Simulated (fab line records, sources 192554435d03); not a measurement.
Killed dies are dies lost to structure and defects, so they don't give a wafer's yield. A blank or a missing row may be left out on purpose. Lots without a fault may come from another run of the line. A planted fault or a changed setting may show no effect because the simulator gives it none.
Split-lot experiment | flow n5_finfet | 7 lots, 21 wafers read, on a route of 1938 steps

THE SPLIT
At N5_BEOL_M7_VIA_ETCH_34 (etches SiCOH lowk in C4F6/O2, target depth 125.5 nm, time 50.5 s), the setting source_w was moved away from the recipe's 345 W on 9 of the 21 wafers read, by -9.0% to +15.0%. The other wafers ran this setting at the recipe's value.

The reading is taken at the split's own step.

THE READING
rf_vpp_V, in V, at N5_BEOL_M7_VIA_ETCH_34 (etches SiCOH lowk in C4F6/O2, target depth 125.5 nm, time 50.5 s). Fault-free wafers of this fab line usually give 662 V, standard deviation 4.3 V.

wafer  | tool, chamber at the split | source_w as run, W | against the recipe | rf_vpp_V, V | against lot-mates on the recipe
L075.4 | rie_diel-05, 1             | 320                | -7.2%              | 684         | +16
L075.5 | rie_diel-05, 2             | 345                | recipe             | 668         | -
L075.6 | rie_diel-05, 1             | 320                | -7.2%              | 684         | +16
L079.2 | rie_diel-02, 0             | 345                | recipe             | 658         | -
L079.3 | rie_diel-02, 3             | 368.7              | +6.9%              | 644         | -14
L079.4 | rie_diel-02, 1             | 368.7              | +6.9%              | 637         | -21
L083.3 | rie_diel-06, 2             | 345                | recipe             | 668         | -
L083.5 | rie_diel-06, 3             | 314.1              | -9.0%              | 688         | +20
L083.6 | rie_diel-06, 2             | 314.1              | -9.0%              | 699         | +31
L082.1 | rie_diel-02, 3             | 345                | recipe             | 666         | -
L082.3 | rie_diel-02, 0             | 396.7              | +15.0%             | 614         | -48
L082.4 | rie_diel-02, 2             | 345                | recipe             | 659         | -
L086.1 | rie_diel-06, 0             | 345                | recipe             | 663         | -
L086.3 | rie_diel-06, 2             | 345                | recipe             | 668         | -
L086.5 | rie_diel-06, 3             | 345                | recipe             | 657         | -
L092.1 | rie_diel-05, 2             | 365.1              | +5.8%              | 649         | -18
L092.3 | rie_diel-05, 3             | 345                | recipe             | 667         | -
L092.4 | rie_diel-05, 0             | 345                | recipe             | 667         | -
L094.1 | rie_diel-05, 0             | 325.2              | -5.7%              | 687         | +21
L094.4 | rie_diel-05, 3             | 345                | recipe             | 666         | -
L094.6 | rie_diel-05, 0             | 345                | recipe             | 666         | -

THE FIT
A straight line over all 21 wafers: rf_vpp_V changes by -3.24 V for each +1% of source_w; r = -0.98; the points scatter about the line by 4.2 V.
The same after taking each lot's own level away (the mean of its wafers on the recipe; 21 wafers): -2.89 V for each +1%; r = -0.98; scatter 3.8 V.
On that fit, the largest move of source_w shifts the reading by 43 V.
The lots' own levels span 658.0 to 668.0 V, that is 2.3 times the standard deviation above.
So the lot-to-lot level changes the slope: the two fits differ.
Check: with one of the wafers moved furthest among these (+15.0%) left out of the fit, the line predicts -40.5 V for it against its lot-mates. It came out at -48.5 V against them.
Tool readings at the split's step, against how far the setting was moved: rf_vpp_V r = -0.98.

OTHER SPLITS ON THESE WAFERS
These wafers also went through other splits before the reading. Each is held against what the fit with the lots' levels taken away leaves over:
other split on the same wafers    | wafers away from the commonest value | r with rf_vpp_V (lot level and that fit taken away)
N5_BEOL_M5_HM_DEP_02 target_thk_a | 7                                    | +0.20
N5_BEOL_M5_COAT_59 spin_rpm       | 8                                    | -0.04
N5_BEOL_M5_DEP_56 time_s          | 9                                    | +0.10
N5_BEOL_M7_ILD_DEP_00 time_s      | 7                                    | +0.26
N5_BEOL_M7_PECVD_70 temp_c        | 7                                    | +0.06

THE FILE'S OWN FIT
rf_vpp_V changes by -3.03 V for each +1% of source_w, r = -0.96.
